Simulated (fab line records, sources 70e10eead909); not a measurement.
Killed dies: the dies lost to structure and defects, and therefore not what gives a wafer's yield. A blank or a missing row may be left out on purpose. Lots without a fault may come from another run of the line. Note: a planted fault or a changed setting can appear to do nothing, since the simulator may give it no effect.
fab line records + flow nandHarc + part 2 of 2: steps 25 to 35 of 35
record:
- lots: 5
- wafers: 15
- lastDay: 23
route steps=1159 shown A_CHANNEL_HOLE_D1@484 A_CHANNEL_FILL_D1@490 A_STAIRCASE@519
lots with no fault: from the same line, run without faults
startH: start of the lot's first displayed wafer, in hours after the record's first day + waitH: how many hours have passed since the lot's step before this one + " unchanged from the row above + L1.1+2: a single row standing in for several wafers + - no value, or no start was given + * or withheld: withheld + < > ~ a bound
route shown NAME@n: NAME is a module with steps in the file, n the number in the route of the first one + usual: mean and standard deviation over wafers with no fault + same: alike in all rows + chamber/n: place in a boat + sites: each site's reading + _std_site: their standard deviation + _edge_site: the outer-site mean with the inner-site mean subtracted + radiusMm: how far each site lies from the wafer's centre + mask NAME#n: copy n + behind: the last tool/chamber to shape the wafer + hold: what put the lot on hold/how long, in hours/how the hold closed + device: transistor that didn't switch, given as n, p or np + end of line: the route-end tests of the same wafers + step lacking rows: just its recipe + killed: count of dies lost to structure and defects at first sort (not the wafer's yield) + map: dies across one wafer; x = killed, . = not, _ = none there
set.NAME: the setting that was run; set.NAME@STEP: the one run at that earlier step + model.NAME: the simulator's own value behind a step, which no gauge read
lots seen at some steps along the route; tables by step, rows by wafer
services: a tool's chamber out of use, with start hour (startH, from the record's first day; less than 0 if before it), hours out, and reason
== steps ==
step: NHARC_A_CHANNEL_FILL_D1_ETCHBACK_08
recipe:
- targetDepthA: 2200
- timeS: 110
- c4f8FlowSccm: 20
- arFlowSccm: withheld
- rfW: 600
- biasW: 300
- chemistry: C4F8
usual:
- oesProductAu: 0.96/0.039
- rfVppV: 439.7/2.7
| lot.wafer | tool       | chamber | startH | waitH | oesProductAu | rfHoursCounterH | rfVppV |
|-----------|------------|---------|--------|-------|--------------|-----------------|--------|
| L077.2    | rieDiel-13 | 2       | -      | -     | 0.93         | 26              | 442.4  |
| L077.6    | "          | 0       | "      | "     | 0.94         | -               | 441.5  |
| L077.4    | "          | 2       | "      | "     | 0.94         | -               | 443.4  |
| L080.2    | rieDiel-07 | 2       | -      | -     | 0.99         | 1               | 444.6  |
| L080.3    | "          | 3       | "      | "     | 1.00         | 1               | 440.2  |
| L080.1    | "          | 1       | "      | "     | 1.00         | 0               | 439.2  |
| L084.4    | rieDiel-07 | 0       | -      | -     | 0.93         | 1               | 437.9  |
| L084.5    | "          | 3       | "      | "     | 0.92         | -               | 437.5  |
| L084.6    | "          | 0       | "      | "     | 0.93         | -               | 435.7  |
| L087.3    | rieDiel-07 | 3       | -      | -     | 1.01         | 2               | 437.2  |
| L087.4    | "          | 0       | "      | "     | 1.01         | 2               | 437.6  |
| L087.5    | "          | 2       | "      | "     | 0.99         | -               | 443.2  |
| L092.2    | rieDiel-13 | 2       | -      | -     | 0.99         | 8               | 442.0  |
| L092.4    | "          | 0       | "      | "     | 1.00         | 8               | 441.0  |
| L092.6    | "          | 3       | "      | "     | 0.98         | -               | 439.4  |
step: NHARC_A_CHANNEL_FILL_D1_STRIP_29
recipe:
- timeS: 20
- o2FlowSccm: 500
- arFlowSccm: 0
- biasW: 0
- chemistry: O2
usual:
- drypumpMotorCurrentA: 5.8/0.42
- oesProductAu: 1.000/0.01
- rfVppV: 57.6/0.94
- showerheadPlenumPTorr: 3.46/0.14
- throttleValvePct: 17.035/0.0095
| lot.wafer | tool       | chamber | startH | waitH | drypumpMotorCurrentA | oesProductAu | rfHoursCounterH | rfVppV | showerheadPlenumPTorr | throttleValvePct |
|-----------|------------|---------|--------|-------|----------------------|--------------|-----------------|--------|-----------------------|------------------|
| L077.2    | rieDiel-13 | 0       | 246.50 | 0.3   | 5.6                  | 1.016        | 25              | 57.6   | 3.55                  | 17.036           |
| L077.6    | "          | 2       | "      | "     | 6.2                  | 0.999        | -               | 57.7   | 3.63                  | 17.031           |
| L077.4    | "          | 0       | "      | "     | 5.6                  | 1.016        | -               | 57.2   | 3.55                  | 17.037           |
| L080.3    | rieDiel-07 | 2       | -      | -     | 5.7                  | 0.993        | 1               | 58.0   | 3.67                  | 17.047           |
| L080.1    | "          | 0       | "      | "     | 5.6                  | 1.007        | 0               | 57.6   | 3.32                  | 17.053           |
| L080.2    | "          | 1       | "      | "     | 6.6                  | 0.995        | 0               | 58.0   | 3.38                  | 17.021           |
| L084.4    | rieDiel-07 | 0       | -      | -     | 5.5                  | 1.022        | 1               | 57.5   | 3.32                  | 17.028           |
| L084.5    | "          | 3       | "      | "     | 6.0                  | 1.014        | -               | 56.6   | 3.35                  | 17.031           |
| L084.6    | "          | 0       | "      | "     | 5.5                  | 1.005        | -               | 55.9   | 3.32                  | 17.038           |
| L087.4    | rieDiel-07 | 1       | -      | -     | 6.6                  | 1.011        | 1               | 58.2   | 3.38                  | 17.030           |
| L087.3    | "          | 3       | "      | "     | 6.0                  | 1.024        | 2               | 57.7   | 3.35                  | 17.029           |
| L087.5    | "          | 1       | "      | "     | 6.6                  | 1.005        | -               | 57.4   | 3.38                  | 17.032           |
| L092.4    | rieDiel-13 | 1       | -      | -     | 6.1                  | 0.998        | 8               | 58.6   | 3.50                  | 17.036           |
| L092.2    | "          | 2       | "      | "     | 6.2                  | 1.002        | 8               | 58.1   | 3.62                  | 17.032           |
| L092.6    | "          | 3       | "      | "     | 5.1                  | 0.992        | -               | 57.4   | 3.46                  | 17.040           |
step: NHARC_A_CHANNEL_FILL_D1_PRECLEAN_30
recipe:
- timeS: 30
- chemistry: dHF
| lot.wafer  | tool        | chamber | startH | waitH |
|------------|-------------|---------|--------|-------|
| L077.6+4+2 | wetBench-01 | 2,4,7   | 246.60 | -     |
| L080.2+3+1 | wetBench-03 | 6,7,1   | 258.53 | -     |
| L084.5+4+6 | wetBench-03 | 1,2,3   | 279.18 | -     |
| L087.3+4+5 | wetBench-01 | 2,4,6   | 297.06 | -     |
| L092.4+6+2 | wetBench-03 | 3,5,6   | 334.12 | -     |
step: NHARC_A_CHANNEL_FILL_D1_SRD_31
| lot.wafer  | tool        | chamber | startH | waitH |
|------------|-------------|---------|--------|-------|
| L077.6+4+2 | wetBench-01 | 2,4,7   | 246.63 | 0.0   |
| L080.2+3+1 | wetBench-03 | 6,7,1   | 258.55 | 0.0   |
| L084.5+4+6 | wetBench-03 | 1,2,3   | 279.19 | 0.0   |
| L087.3+4+5 | wetBench-01 | 2,4,6   | 297.08 | 0.0   |
| L092.4+6+2 | wetBench-03 | 3,5,6   | 334.14 | 0.0   |
step: NHARC_A_CHANNEL_FILL_D1_CVD_09
recipe:
- targetThkA: 1500
- tempC: 620
- pressureMtorr: 200
- timeS: 3000
- material: poly-Si
usual:
- pressureMtorr: 199.9/0.42
| lot.wafer | tool         | chamber | startH | waitH | pressureMtorr |
|-----------|--------------|---------|--------|-------|---------------|
| L077.2    | lpcvdPoly-03 | 0       | 248.88 | 2.2   | 200.5         |
| L077.4    | "            | 0       | "      | "     | 199.8         |
| L077.6    | "            | 0       | "      | "     | 200.0         |
| L080.1    | lpcvdPoly-04 | 0       | 260.98 | 2.4   | 200.9         |
| L080.2    | "            | 0       | "      | "     | 200.0         |
| L080.3    | "            | 0       | "      | "     | 200.4         |
| L084.4    | lpcvdPoly-03 | 0       | 281.45 | 2.3   | 200.6         |
| L084.5    | "            | 0       | "      | "     | 200.7         |
| L084.6    | "            | 0       | "      | "     | 200.7         |
| L087.3    | lpcvdPoly-03 | 0       | 299.33 | 2.3   | 200.2         |
| L087.4    | "            | 0       | "      | "     | 199.9         |
| L087.5    | "            | 0       | "      | "     | 200.1         |
| L092.2    | lpcvdPoly-03 | 0       | 335.59 | 1.4   | 199.0         |
| L092.4    | "            | 0       | "      | "     | 199.4         |
| L092.6    | "            | 0       | "      | "     | 199.7         |
step: NHARC_A_CHANNEL_FILL_D1_CMP_10
recipe:
- targetThkNm: 150
usual:
- edgeZonePressureFrac: 1.000/0.0049
- motorCurrentA: 11.8/0.82
- slurryFilterDpKPa: 13.52/0.13
- timeToEndpointS: 14.0/2.4
| lot.wafer | tool   | chamber | startH | waitH | edgeZonePressureFrac | motorCurrentA | slurryFilterDpKPa | timeToEndpointS |
|-----------|--------|---------|--------|-------|----------------------|---------------|-------------------|-----------------|
| L077.4    | cmp-02 | 3       | 252.07 | 0.4   | 0.999                | 12.3          | 13.19             | 8.7             |
| L077.2    | "      | 0       | "      | "     | 1.013                | 11.5          | 13.44             | 10.5            |
| L077.6    | "      | 1       | "      | "     | 1.001                | 11.2          | 13.29             | 12.3            |
| L080.1    | cmp-02 | 3       | 264.19 | 0.4   | 0.990                | 12.4          | 13.47             | 11.1            |
| L080.2    | "      | 1       | "      | "     | 0.993                | 11.2          | 13.63             | 12.3            |
| L080.3    | "      | 2       | "      | "     | 1.001                | 11.1          | 13.29             | 14.3            |
| L084.4    | cmp-01 | 2       | 284.62 | 0.4   | 0.995                | 12.6          | 13.55             | 16.2            |
| L084.5    | "      | 2       | "      | "     | 1.000                | 11.6          | 13.48             | 15.2            |
| L084.6    | "      | 3       | "      | "     | 1.003                | 13.1          | 13.53             | 12.6            |
| L087.3    | cmp-01 | 3       | 302.47 | 0.4   | 1.006                | 12.0          | 13.47             | 9.7             |
| L087.4    | "      | 2       | "      | "     | 0.999                | 11.6          | 13.40             | 15.2            |
| L087.5    | "      | 0       | "      | "     | 0.994                | 13.2          | 13.48             | 13.5            |
| L092.4    | cmp-01 | 1       | 338.89 | 0.4   | 0.994                | 12.4          | 13.62             | 11.8            |
| L092.2    | "      | 2       | "      | "     | 1.004                | 12.2          | 13.48             | 15.6            |
| L092.6    | "      | 3       | "      | "     | 0.991                | 12.4          | 13.57             | 11.5            |
step: NHARC_A_CHANNEL_FILL_D1_SRD_12
| lot.wafer  | tool        | chamber | startH | waitH |
|------------|-------------|---------|--------|-------|
| L077.6+4+2 | wetBench-01 | 0,3,5   | 252.32 | 0.0   |
| L080.2+3+1 | wetBench-04 | 3,4,6   | 264.50 | 0.0   |
| L084.6+4+5 | wetBench-03 | 6,7,2   | 284.92 | 0.0   |
| L087.4+3+5 | wetBench-03 | 3,5,0   | 302.78 | 0.0   |
| L092.6+4+2 | wetBench-01 | 7,3,4   | 339.13 | 0.0   |
step: NHARC_A_CHANNEL_FILL_D1_RTA_24
recipe:
- tempC: 1000
- timeS: 5
usual:
- lampPowerPct: 31.0/0.69
- lamp_zone_1_pct: 31.0/0.69
- wafer_temp_C_max: 1006.0/1.2
| lot.wafer | tool         | chamber | startH | waitH | lampPowerPct | lamp_zone_1_pct | wafer_temp_C_max |
|-----------|--------------|---------|--------|-------|--------------|-----------------|------------------|
| L077.2    | rtpAnneal-01 | 0       | 252.63 | 0.2   | 30.5         | 30.5            | 1006.1           |
| L077.4    | "            | 0       | "      | "     | 30.5         | 30.5            | 1005.8           |
| L077.6    | "            | 0       | "      | "     | 30.5         | 30.4            | 1005.5           |
| L080.1    | rtpAnneal-01 | 0       | 264.61 | 0.0   | 30.4         | 30.4            | 1005.4           |
| L080.2    | "            | 0       | "      | "     | 30.5         | 30.5            | 1006.2           |
| L080.3    | "            | 0       | "      | "     | 30.4         | 30.5            | 1005.5           |
| L084.4    | rtpAnneal-02 | 0       | 285.12 | 0.1   | 31.9         | 31.9            | 1005.1           |
| L084.5    | "            | 0       | "      | "     | 31.9         | 31.9            | 1005.7           |
| L084.6    | "            | 0       | "      | "     | 31.9         | 31.9            | 1004.8           |
| L087.3    | rtpAnneal-01 | 0       | 303.16 | 0.3   | 30.5         | 30.5            | 1003.8           |
| L087.4    | "            | 0       | "      | "     | 30.4         | 30.5            | 1005.5           |
| L087.5    | "            | 0       | "      | "     | 30.4         | 30.4            | 1006.1           |
| L092.2    | rtpAnneal-02 | 0       | 339.39 | 0.2   | 31.9         | 31.9            | 1004.8           |
| L092.4    | "            | 0       | "      | "     | 31.9         | 32.0            | 1005.6           |
| L092.6    | "            | 0       | "      | "     | 32.0         | 32.0            | 1004.6           |
step: NHARC_A_CHANNEL_FILL_D1_INSPECT_13
usual:
- rawDefectCount: 300/120
| lot.wafer | tool             | chamber | startH | waitH | rawDefectCount |
|-----------|------------------|---------|--------|-------|----------------|
| L077.2    | defectInspect-02 | -       | 252.80 | 0.1   | 398            |
| L077.4    | "                | -       | "      | "     | 358            |
| L077.6    | "                | -       | "      | "     | 266            |
| L080.1    | defectInspect-01 | -       | 264.80 | 0.2   | 284            |
| L080.2    | "                | -       | "      | "     | 330            |
| L080.3    | "                | -       | "      | "     | 170            |
| L084.4    | defectInspect-01 | -       | 285.24 | 0.1   | 483            |
| L084.5    | "                | -       | "      | "     | 377            |
| L084.6    | "                | -       | "      | "     | 539            |
| L087.3    | defectInspect-01 | -       | 303.30 | 0.1   | 311            |
| L087.4    | "                | -       | "      | "     | 415            |
| L087.5    | "                | -       | "      | "     | 242            |
| L092.2    | defectInspect-01 | -       | 339.56 | 0.1   | 396            |
| L092.4    | "                | -       | "      | "     | 289            |
| L092.6    | "                | -       | "      | "     | 257            |
step: NHARC_A_STAIRCASE_DEP_156
recipe:
- targetThkA: 500
- tempC: 400
- targetThkNm: 50
- flowSccm: 200
- rfW: 450
- material: SiNx
usual:
- heaterPowerOuterW: 408/50
- heaterPowerW: 700/76
| lot.wafer | tool     | chamber | startH | waitH | heaterPowerOuterW | heaterPowerW |
|-----------|----------|---------|--------|-------|-------------------|--------------|
| L077.2    | pecvd-01 | 0       | 252.86 | 0.1   | 458               | 779          |
| L077.4    | "        | 0       | "      | "     | 444               | 779          |
| L077.6    | "        | 1       | "      | "     | 493               | 845          |
| L080.1    | pecvd-04 | 1       | 264.87 | 0.1   | 459               | 769          |
| L080.2    | "        | 2       | "      | "     | 368               | 647          |
| L080.3    | "        | 0       | "      | "     | 429               | 704          |
| L084.5    | pecvd-04 | 2       | 285.39 | 0.2   | 331               | 591          |
| L084.6    | "        | 0       | "      | "     | 400               | 656          |
| L084.4    | "        | 1       | "      | "     | 384               | 667          |
| L087.3    | pecvd-01 | 2       | 304.03 | 0.7   | 346               | 648          |
| L087.5    | "        | 2       | "      | "     | 355               | 653          |
| L087.4    | "        | 0       | "      | "     | 401               | 695          |
| L092.2    | pecvd-01 | 0       | 339.70 | 0.1   | 406               | 692          |
| L092.6    | "        | 0       | "      | "     | 417               | 700          |
| L092.4    | "        | 2       | "      | "     | 450               | 769          |
step: NHARC_A_STAIRCASE_DEHYDRATE_158
recipe:
- tempC: 150
- timeS: 120
| lot.wafer  | tool          | chamber | startH | waitH |
|------------|---------------|---------|--------|-------|
| L077.2+4+6 | lithoTrack-02 | 0       | 253.13 | 0.2   |
| L080.1+2+3 | lithoTrack-03 | 0       | 265.14 | 0.2   |
| L084.4+5+6 | lithoTrack-03 | 0       | 285.58 | 0.1   |
| L087.3+4+5 | lithoTrack-02 | 0       | 304.27 | 0.2   |
| L092.2+4+6 | lithoTrack-03 | 0       | 339.97 | 0.2   |
== services ==
| tool          | chamber | startH | hours | kind   |
|---------------|---------|--------|-------|--------|
| aldHk-04      | -       | 186.97 | 10.0  | pm     |
| cmp-01        | -       | 189.85 | 4.0   | pm     |
| wetBench-05   | -       | 196.80 | 8.0   | pm     |
| lithoTrack-03 | -       | 213.00 | 7.0   | pm     |
| wetBench-01   | -       | 213.60 | 8.0   | pm     |
| pecvd-01      | -       | 215.71 | 0.7   | repair |
| pecvd-01      | -       | 218.99 | 0.6   | repair |
| rieDiel-07    | -       | 228.20 | 9.0   | pm     |
| aldHk-01      | -       | 230.80 | 10.0  | pm     |
| rieDiel-01    | 1       | 234.49 | 16.3  | repair |
| rieDiel-01    | 2       | 238.04 | 8.0   | repair |
| wetBench-03   | -       | 240.68 | 1.4   | repair |
| rieDiel-13    | 3       | 240.82 | 10.0  | repair |
| rieDiel-13    | 1       | 252.75 | 2.7   | repair |
| wetBench-05   | -       | 268.96 | 0.8   | repair |
| rieDiel-13    | -       | 276.00 | 9.0   | pm     |
| rieDiel-01    | 0       | 278.64 | 1.9   | repair |
| rieDiel-01    | 1       | 284.57 | 4.3   | repair |
| wetBench-03   | -       | 286.20 | 1.2   | repair |
| rieDiel-01    | 0       | 287.27 | 2.0   | repair |
| rieDiel-01    | -       | 314.82 | 9.0   | pm     |
| wetBench-03   | -       | 322.40 | 8.0   | pm     |
| rieDiel-07    | 2       | 328.26 | 18.7  | repair |
| wetBench-04   | -       | 339.20 | 8.0   | pm     |
